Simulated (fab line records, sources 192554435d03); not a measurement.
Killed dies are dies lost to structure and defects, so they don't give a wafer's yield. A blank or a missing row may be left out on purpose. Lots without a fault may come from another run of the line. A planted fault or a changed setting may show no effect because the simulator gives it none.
fab line records | flow n5_finfet
record lots=4 wafers=12 last_day=17
route steps=1938 shown BEOL_M4@1099 BEOL_M5@1112 PASSIVATION@1936
lots that met no fault: from a run of the same line without faults
start_h: hours from the record's first day to the start of the lot's first wafer shown | wait_h: hours since the lot's step before | " the same as in the row above | L1.1+2: a row that stands for several wafers | - no value, or no start given | * or withheld: withheld | < > ~ a bound
route shown NAME@n: a module of which the file shows steps, and the number in the route of the first | usual: mean/standard deviation of fault-free wafers | same: alike in all rows | chamber/n: place in a boat | sites: the reading at each site | _std_site: their standard deviation | _edge_site: outer sites' mean less inner sites' | radius_mm: how far each site lies from the wafer's centre | mask NAME#n: copy n | behind: the tool/chamber that last shaped the wafer | hold: why the lot was held/for how many hours/how that ended | device: the transistor (n, p or np) that didn't switch | end of line: the same wafers' tests at the end of the route | a step without rows: its recipe alone | killed: dies lost to structure and defects at the first sort, not the wafer's yield | map: a wafer's dies, x killed, . not, _ none there
set.NAME: the setting as run; set.NAME@STEP: as run at that earlier step | model.NAME: the simulator's own value behind a step, which no gauge read
lots at some steps of the route; a table a step, a row a wafer
services: from which hour (start_h, from the record's first day; less than 0 if before it) a tool's chamber was out of use, for how many hours, and why
## steps
# step N5_BEOL_M4_ANNEAL_95
# recipe temp_c=400 time_s=240 ambient=vacuum
# step N5_BEOL_M4_SPUTTER_96
# recipe material=Cu target_thk_a=45 temp_c=-20 chamber_pressure_pa=0.07 power_w=withheld time_s=8.29
# step N5_BEOL_M4_ECD_50
# recipe material=Cu target_thk_a=3000
# step N5_BEOL_M4_ANNEAL_51
# recipe temp_c=225 time_s=90 ambient=N2
# step N5_BEOL_M4_CMP_52
# recipe stop_on=SiOC t_overpolish_s=6.8 down_force_psi=1 platen_rpm=50 clearing_platen_down_force_psi=1.5 clearing_platen_rpm=50 post_cmp_clean=cu_alkaline target_thk_nm=40 clearing_platen_pad_velocity_m_s=0.99484 pad_velocity_m_s=0.99484
# step N5_BEOL_M4_PRE_CLEAN_60
# recipe gas=NH3/H2 time_s=15 temp_c=* rf_power_w=300
# step N5_BEOL_M4_CO_CAP_55
# recipe material=Co target_thk_a=20 temp_c=200 precursor=CCTBA/H2 pressure_torr=30 time_s=102.1
# step N5_BEOL_M4_PRE_CLEAN_56
# recipe gas=NH3 time_s=15 temp_c=withheld rf_power_w=300
# step N5_BEOL_M4_DEP_57
# recipe material=SiCN target_thk_a=80 temp_c=withheld precursor=3MS/NH3 pressure_torr=3 rf_w=202 time_s=14
# step N5_BEOL_M4_RC_MEAS_101
# usual DIBL_N=35.8/1.6 DIBL_P=36.0/1.9 IOFF_N=0.151/0.029 IOFF_P=0.21/0.037 ION_N=673/12 ION_P=463/7.3 SS_N=71.5/0.58 SS_P=73.2/0.61 VT_N=251/3.3 VT_P=-250/3.3
# columns lot.wafer tool chamber start_h wait_h DIBL_N[mV/V] DIBL_P[mV/V] IOFF_N[nA/um] IOFF_P[nA/um] ION_N[uA/um] ION_P[uA/um] SS_N[mV/dec] SS_P[mV/dec] VT_N[mV] VT_P[mV]
L904.1 prober-01 0 206.16 0.0 37.8 38.1 0.176 0.20 681 459 71.8 73.8 249 -252
L904.2 " 0 " " 37.4 38.6 0.176 0.23 684 464 71.7 74.1 250 -248
L904.5 " 0 " " 37.0 37.6 0.179 0.20 680 463 71.6 73.7 246 -249
L916.1 prober-01 0 277.28 0.0 36.1 36.7 0.174 0.22 691 473 71.8 73.6 247 -252
L916.4 " 0 " " 33.0 32.3 0.112 0.16 659 455 70.5 72.4 255 -251
L916.5 " 0 " " 33.6 33.6 0.128 0.17 677 463 71.3 73.2 252 -251
L915.3 prober-02 0 278.80 0.3 36.0 35.6 0.178 0.24 679 466 71.7 73.5 249 -247
L915.4 " 0 " " 35.1 34.5 0.145 0.22 666 468 71.4 73.3 250 -249
L915.6 " 0 " " 38.9 38.8 0.218 0.29 692 471 72.7 74.7 247 -246
L920.2 prober-01 0 306.71 0.2 36.0 35.1 0.166 0.22 682 468 71.5 72.6 248 -249
L920.5 " 0 " " 34.0 32.7 0.138 0.19 667 464 71.0 71.6 249 -250
L920.6 " 0 " " 40.3 41.7 0.263 0.36 694 477 73.4 74.7 242 -242
# step N5_BEOL_M5_ILD_DEP_00
# recipe material=SiCOH_lowk target_thk_a=1406.4 temp_c=300 precursor=DEMS/porogen pressure_torr=5 rf_w=500 time_s=25.9
# usual chamber_pressure_Torr=5.001/0.011 heater_power_outer_w=158/38 heater_power_w=323/42 showerhead_plenum_p_Torr=5.746/0.015 throttle_valve_pct=13.4/0.54
# columns lot.wafer tool chamber start_h wait_h chamber_pressure_Torr heater_power_outer_w heater_power_w showerhead_plenum_p_Torr throttle_valve_pct
L904.1 pecvd-02 0 207.13 0.8 5.023 120 299 5.716 13.6
L904.2 " 1 " " 4.994 139 279 5.747 13.1
L904.5 " 1 " " 5.010 146 285 5.746 12.9
L916.1 pecvd-02 0 278.25 0.8 - - - - -
L916.4 " 0 " " - - - - -
L916.5 " 1 " " - - - - -
L915.3 pecvd-03 0 279.45 0.5 - - - - -
L915.4 " 2 " " - - - - -
L915.6 " 0 " " - - - - -
L920.2 pecvd-02 1 307.52 0.7 4.987 178 336 5.740 13.0
L920.5 " 2 " " 5.020 203 392 5.735 13.6
L920.6 " 1 " " 4.986 183 337 5.759 12.9
# step N5_BEOL_M5_CURE_79
# recipe temp_c=385 time_s=240 ambient=He/Ar material=SiCOH_lowk
# step N5_BEOL_M5_PECVD_70
# recipe material=SiO2 target_thk_a=160 temp_c=400 precursor=TEOS/O2 pressure_torr=5.5 rf_w=450 teos_flow_sccm=53.8 gas=O2 flow_sccm=3000 time_s=18
# step N5_BEOL_M5_HM_DEP_02
# recipe material=TiN target_thk_a=200 temp_c=25 chamber_pressure_pa=0.49996
# step N5_BEOL_M5_COAT_59
# recipe resist=SOC temp_c=250 time_s=60 spin_rpm=1500 resist_thk_nm=60
# step N5_BEOL_M5_COAT_60
# recipe resist=SiARC temp_c=220 time_s=60 spin_rpm=1500 resist_thk_nm=12
# step N5_BEOL_M5_COAT_71
# recipe resist=underlayer temp_c=205 time_s=60 spin_rpm=1500 resist_thk_nm=5
# step N5_BEOL_M5_COAT_05
# recipe resist=CAR-EUV spin_rpm=1500 resist_thk_nm=30
# step N5_BEOL_M5_EBR_07
# recipe solvent=PGMEA ebr_width_mm=1.5
# step N5_BEOL_M5_SOFTBAKE_06
# recipe temp_c=110 time_s=60 resist=CAR-EUV
# step N5_BEOL_M5_EXPOSE_08
# recipe mask_id=M5 na=0.33 source_shape=annular sigma_inner=0.4 sigma_outer=0.8 polarization=unpolarized target_cd_nm=28 dose_mj=35.75
# step N5_BEOL_M5_PEB_09
# recipe peb_temp_c=100 peb_time_s=60 resist=CAR-EUV
# step N5_BEOL_M5_DEVELOP_10
# recipe develop_time_s=30 developer=TMAH resist=CAR-EUV rinse_liquid=surfactant_rinse dry=air_spin dev_temp_c=23
# step N5_BEOL_M5_DESCUM_16
# recipe chemistry=O2 time_s=7 source_power_w=50 bias_power_w=20 pressure_mtorr=20 rf_frequency_hz=2.712e+07 temp_c=40 resist=CAR-EUV o2_flow_sccm=225
# step N5_BEOL_M5_ETCH_72
# recipe chemistry=N2/H2 target=underlayer target_depth_a=65 mask_material=CAR-EUV time_s=5.2 ion_energy_ev=200 pressure_mtorr=30 source_w=840 bias_w=150 n2_flow_sccm=200 h2_flow_sccm=200 ends=cleared
# step N5_BEOL_M5_ETCH_61
# recipe chemistry=CF4 target=SiARC target_depth_a=156 mask_material=CAR-EUV time_s=26 ion_energy_ev=80 pressure_mtorr=40 source_w=545 bias_w=36 Ar_flow_sccm=100 cf4_flow_sccm=100 ends=cleared
# step N5_BEOL_M5_ETCH_62
# recipe chemistry=N2/H2 target=SOC target_depth_a=750 overetch_a=150 mask_material=SiARC temp_c=40 time_s=112.5 ion_energy_ev=200 pressure_mtorr=30 source_w=840 bias_w=150 n2_flow_sccm=200 h2_flow_sccm=200
# step N5_BEOL_M5_STRIP_63
# recipe chemistry=N2/H2 temp_c=40 n2_flow_sccm=200 h2_flow_sccm=200 rf_frequency_hz=6e+07
# step N5_BEOL_M5_STRIP_73
# recipe chemistry=N2/H2 temp_c=40 n2_flow_sccm=200 h2_flow_sccm=200 rf_frequency_hz=6e+07
# step N5_BEOL_M5_STRIP_64
# recipe chemistry=CF4 resist=SiARC power_w=300 bias_power_w=75 pressure_mtorr=50 cf4_flow_sccm=150 rf_frequency_hz=6e+07
# step N5_BEOL_M5_HM_OPEN_17
# recipe chemistry=Cl2/BCl3 target_depth_a=200 overetch_a=60 target=TiN mask_material=SOC ion_energy_ev=150 pressure_mtorr=10 icp_w=1000 bias_w=126 Cl2_flow_sccm=53.25 bcl3_flow_sccm=21.75 Ar_flow_sccm=25
# step N5_BEOL_M5_STRIP_19
# recipe chemistry=O2 power_w=400 temp_c=40 pressure_mtorr=30 rf_frequency_hz=6e+07 bias_power_w=0 overash_fraction=0.2 o2_flow_sccm=225
# step N5_BEOL_M5_COAT_65
# recipe resist=SOC temp_c=250 time_s=60 spin_rpm=1500 resist_thk_nm=60
# step N5_BEOL_M5_COAT_66
# recipe resist=SiARC temp_c=220 time_s=60 spin_rpm=1500 resist_thk_nm=12
# step N5_BEOL_M5_OCD_MEAS_38
# usual trench_depth_nm=71.2/1.3
# columns lot.wafer tool chamber start_h wait_h trench_depth_nm
L904.1 ocd-01 - 215.28 - 70.7
L904.2 " - " " 71.6
L904.5 " - " " 70.7
L916.1 ocd-01 - 284.52 - -
L916.4 " - " " -
L916.5 " - " " -
L915.3 ocd-01 - 284.66 - -
L915.4 " - " " -
L915.6 " - " " -
L920.2 ocd-02 - 313.50 - 69.9
L920.5 " - " " 71.5
L920.6 " - " " 69.8
# step N5_PASSIVATION_PROBE_49
# usual defect_limited_yield=90.9/1.4 killed_at_M0_to_M3=37/12 killed_at_M4_up=14/5.3 killed_at_contacts=12/6.2 killed_at_front_end=41/11 killed_at_other=3.7/2.9 killed_dies=107/17 killed_on_rim=14/4.4 killed_open=71/12 killed_short=34/7.9 sort_bin_5_function=5.3/0.95 sort_bin_6_memory=3.4/0.7 sort_n_pass=1073/17 sort_yield_pct=90.9/1.5
# same gross_dies=1180 killed_at_back_side=0 sort_bin_4_leakage[%]=0 sort_bin_8_speed[%]=0
# columns lot.wafer tool chamber start_h wait_h defect_limited_yield[%] killed_at_M0_to_M3 killed_at_M4_up killed_at_contacts killed_at_front_end killed_at_other killed_dies killed_on_rim killed_open killed_short sort_bin_5_function[%] sort_bin_6_memory[%] sort_n_pass sort_yield_pct[%]
L916.1 prober-01 - 387.40 0.0 0 8 1158 3 10 1 1180 152 18 6 73.1 3.7 0 0
L916.4 prober-01 - 387.55 0.2 0 8 1163 1 8 0 1180 152 14 5 77.0 3.1 0 0
L916.5 prober-01 - 387.60 0.2 0 11 1160 3 5 1 1180 152 22 6 73.3 3.2 0 0
L915.3 prober-02 - 389.10 0.1 0 5 1168 1 4 2 1180 152 6 7 72.4 3.5 0 0
L915.4 prober-02 - 389.15 0.2 0 7 1162 0 10 1 1180 152 15 6 71.9 3.0 0 0
L915.6 prober-02 - 389.25 0.3 0 12 1157 4 6 1 1180 152 22 8 74.2 2.3 0 0
# killed by level:class
L916.1 BEOL_M5:lost_pattern=1152 STI_FIN_REVEAL:geometric_particle:open=6 BEOL_M5:area_dep=4 MOL_CONTACT_COAG:geometric_particle:open=3 BEOL_M0_SAQP:geometric_particle:open=3 FIN_SAQP:geometric_particle:short=2 BEOL_M1:geometric_particle:open=2 FIN_SAQP:geometric_particle:open=1
L916.4 BEOL_M5:lost_pattern=1156 BEOL_M5:area_dep=5 BEOL_M0_SAQP:geometric_particle:open=3 FIN_SAQP:geometric_particle:short=2 DUMMY_GATE:geometric_particle:open=2 BEOL_M2:geometric_particle:open=2 BEOL_M6:geometric_particle:open=2 FIN_SAQP:geometric_particle:open=1
L916.5 BEOL_M5:lost_pattern=1144 BEOL_M5:area_dep=8 BEOL_M3:geometric_particle:open=5 MOL_CONTACT_COAG:geometric_particle:open=3 BEOL_M4:geometric_particle:open=3 BEOL_M0_SAQP:geometric_particle:open=2 BEOL_M2:geometric_particle:open=2 BEOL_M5:geometric_particle:open=2
L915.3 BEOL_M5:lost_pattern=1165 BEOL_M0_SAQP:geometric_particle:short=2 BEOL_M0:geometric_particle:open=2 BEOL_M5:area_dep=2 FIN_SAQP:geometric_particle:short=1 FIN_CUT:geometric_particle:short=1 STI_FIN_REVEAL:geometric_particle:open=1 HKMG_FIN:geometric_particle:short=1
L915.4 BEOL_M5:lost_pattern=1156 STI_FIN_REVEAL:geometric_particle:open=5 STI_FIN_REVEAL:geometric_particle:short=3 BEOL_M5:area_dep=3 BEOL_M2:geometric_particle:open=2 FIN_SAQP:geometric_particle:open=1 GATE_CUT:geometric_particle:open=1 BEOL_M0_SAQP:geometric_particle:open=1
L915.6 BEOL_M5:lost_pattern=1147 BEOL_M4:geometric_particle:open=5 MOL_CONTACT_COAG:geometric_particle:open=3 BEOL_M0_SAQP:geometric_particle:open=3 BEOL_M3:geometric_particle:open=3 BEOL_M5:area_dep=3 DUMMY_GATE:geometric_particle:open=2 BEOL_M2:geometric_particle:open=2
# map L915.3 (x killed, . not)
_________________xxxxxxxxxxxx________________
______________xxxxxxxxxxxxxxxxxx_____________
___________xxxxxxxxxxxxxxxxxxxxxxxx__________
__________xxxxxxxxxxxxxxxxxxxxxxxxxx_________
________xxxxxxxxxxxxxxxxxxxxxxxxxxxxxx_______
_______xxxxxxxxxxxxxxxxxxxxxxxxxxxxxxxx______
______xxxxxxxxxxxxxxxxxxxxxxxxxxxxxxxxxx_____
_____xxxxxxxxxxxxxxxxxxxxxxxxxxxxxxxxxxxx____
____xxxxxxxxxxxxxxxxxxxxxxxxxxxxxxxxxxxxxx___
___xxxxxxxxxxxxxxxxxxxxxxxxxxxxxxxxxxxxxxxx__
___xxxxxxxxxxxxxxxxxxxxxxxxxxxxxxxxxxxxxxxx__
__xxxxxxxxxxxxxxxxxxxxxxxxxxxxxxxxxxxxxxxxxx_
__xxxxxxxxxxxxxxxxxxxxxxxxxxxxxxxxxxxxxxxxxx_
_xxxxxxxxxxxxxxxxxxxxxxxxxxxxxxxxxxxxxxxxxxxx
_xxxxxxxxxxxxxxxxxxxxxxxxxxxxxxxxxxxxxxxxxxxx
_xxxxxxxxxxxxxxxxxxxxxxxxxxxxxxxxxxxxxxxxxxxx
_xxxxxxxxxxxxxxxxxxxxxxxxxxxxxxxxxxxxxxxxxxxx
_xxxxxxxxxxxxxxxxxxxxxxxxxxxxxxxxxxxxxxxxxxxx
_xxxxxxxxxxxxxxxxxxxxxxxxxxxxxxxxxxxxxxxxxxxx
_xxxxxxxxxxxxxxxxxxxxxxxxxxxxxxxxxxxxxxxxxxxx
_xxxxxxxxxxxxxxxxxxxxxxxxxxxxxxxxxxxxxxxxxxxx
__xxxxxxxxxxxxxxxxxxxxxxxxxxxxxxxxxxxxxxxxxx_
__xxxxxxxxxxxxxxxxxxxxxxxxxxxxxxxxxxxxxxxxxx_
___xxxxxxxxxxxxxxxxxxxxxxxxxxxxxxxxxxxxxxxx__
___xxxxxxxxxxxxxxxxxxxxxxxxxxxxxxxxxxxxxxxx__
____xxxxxxxxxxxxxxxxxxxxxxxxxxxxxxxxxxxxxx___
_____xxxxxxxxxxxxxxxxxxxxxxxxxxxxxxxxxxxx____
______xxxxxxxxxxxxxxxxxxxxxxxxxxxxxxxxxx_____
_______xxxxxxxxxxxxxxxxxxxxxxxxxxxxxxxx______
________xxxxxxxxxxxxxxxxxxxxxxxxxxxxxx_______
__________xxxxxxxxxxxxxxxxxxxxxxxxxx_________
___________xxxxxxxxxxxxxxxxxxxxxxxx__________
______________xxxxxxxxxxxxxxxxxx_____________
_________________xxxxxxxxxxxx________________
# map L916.1 (x killed, . not)
_________________xxxxxxxxxxxx________________
______________xxxxxxxxxxxxxxxxxx_____________
___________xxxxxxxxxxxxxxxxxxxxxxxx__________
__________xxxxxxxxxxxxxxxxxxxxxxxxxx_________
________xxxxxxxxxxxxxxxxxxxxxxxxxxxxxx_______
_______xxxxxxxxxxxxxxxxxxxxxxxxxxxxxxxx______
______xxxxxxxxxxxxxxxxxxxxxxxxxxxxxxxxxx_____
_____xxxxxxxxxxxxxxxxxxxxxxxxxxxxxxxxxxxx____
____xxxxxxxxxxxxxxxxxxxxxxxxxxxxxxxxxxxxxx___
___xxxxxxxxxxxxxxxxxxxxxxxxxxxxxxxxxxxxxxxx__
___xxxxxxxxxxxxxxxxxxxxxxxxxxxxxxxxxxxxxxxx__
__xxxxxxxxxxxxxxxxxxxxxxxxxxxxxxxxxxxxxxxxxx_
__xxxxxxxxxxxxxxxxxxxxxxxxxxxxxxxxxxxxxxxxxx_
_xxxxxxxxxxxxxxxxxxxxxxxxxxxxxxxxxxxxxxxxxxxx
_xxxxxxxxxxxxxxxxxxxxxxxxxxxxxxxxxxxxxxxxxxxx
_xxxxxxxxxxxxxxxxxxxxxxxxxxxxxxxxxxxxxxxxxxxx
_xxxxxxxxxxxxxxxxxxxxxxxxxxxxxxxxxxxxxxxxxxxx
_xxxxxxxxxxxxxxxxxxxxxxxxxxxxxxxxxxxxxxxxxxxx
_xxxxxxxxxxxxxxxxxxxxxxxxxxxxxxxxxxxxxxxxxxxx
_xxxxxxxxxxxxxxxxxxxxxxxxxxxxxxxxxxxxxxxxxxxx
_xxxxxxxxxxxxxxxxxxxxxxxxxxxxxxxxxxxxxxxxxxxx
__xxxxxxxxxxxxxxxxxxxxxxxxxxxxxxxxxxxxxxxxxx_
__xxxxxxxxxxxxxxxxxxxxxxxxxxxxxxxxxxxxxxxxxx_
___xxxxxxxxxxxxxxxxxxxxxxxxxxxxxxxxxxxxxxxx__
___xxxxxxxxxxxxxxxxxxxxxxxxxxxxxxxxxxxxxxxx__
____xxxxxxxxxxxxxxxxxxxxxxxxxxxxxxxxxxxxxx___
_____xxxxxxxxxxxxxxxxxxxxxxxxxxxxxxxxxxxx____
______xxxxxxxxxxxxxxxxxxxxxxxxxxxxxxxxxx_____
_______xxxxxxxxxxxxxxxxxxxxxxxxxxxxxxxx______
________xxxxxxxxxxxxxxxxxxxxxxxxxxxxxx_______
__________xxxxxxxxxxxxxxxxxxxxxxxxxx_________
___________xxxxxxxxxxxxxxxxxxxxxxxx__________
______________xxxxxxxxxxxxxxxxxx_____________
_________________xxxxxxxxxxxx________________
## services
# columns tool chamber start_h hours kind
pecvd-03 0 186.08 5.0 scheduled_down
pecvd-02 1 197.56 2.1 scheduled_down
pecvd-03 0 227.38 25.5 repair
pecvd-02 - 265.94 6.0 pm
pecvd-02 - 289.68 2.4 repair
pecvd-03 0 292.95 5.5 scheduled_down
## key
first_sign step=N5_BEOL_M5_ILD_DEP_00 reading=tool_record direction=missing
effect step=N5_BEOL_M5_OCD_MEAS_38 reading=trench_depth_nm direction=missing
effect step=N5_PASSIVATION_PROBE_49 reading=killed_at_M4_up direction=up sigmas=99+ usual=14 struck=1161
met_at N5_BEOL_M5_ILD_DEP_00
struck_wafers L915.3,L915.4,L915.6,L916.1,L916.4,L916.5
later_rows_left_out L915.3,L915.4,L915.6,L916.1,L916.4,L916.5
onset_between 207.13 278.25
fault kind=skipped_step_whole tool=pecvd-02,pecvd-03 chamber=- onset_h=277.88 steps=N5_BEOL_M5_ILD_DEP_00 scope=struck_lots_only
# later_rows_left_out: the simulator's readings of these wafers behind a module that went badly wrong aren't trusted and aren't shown, but for the sort
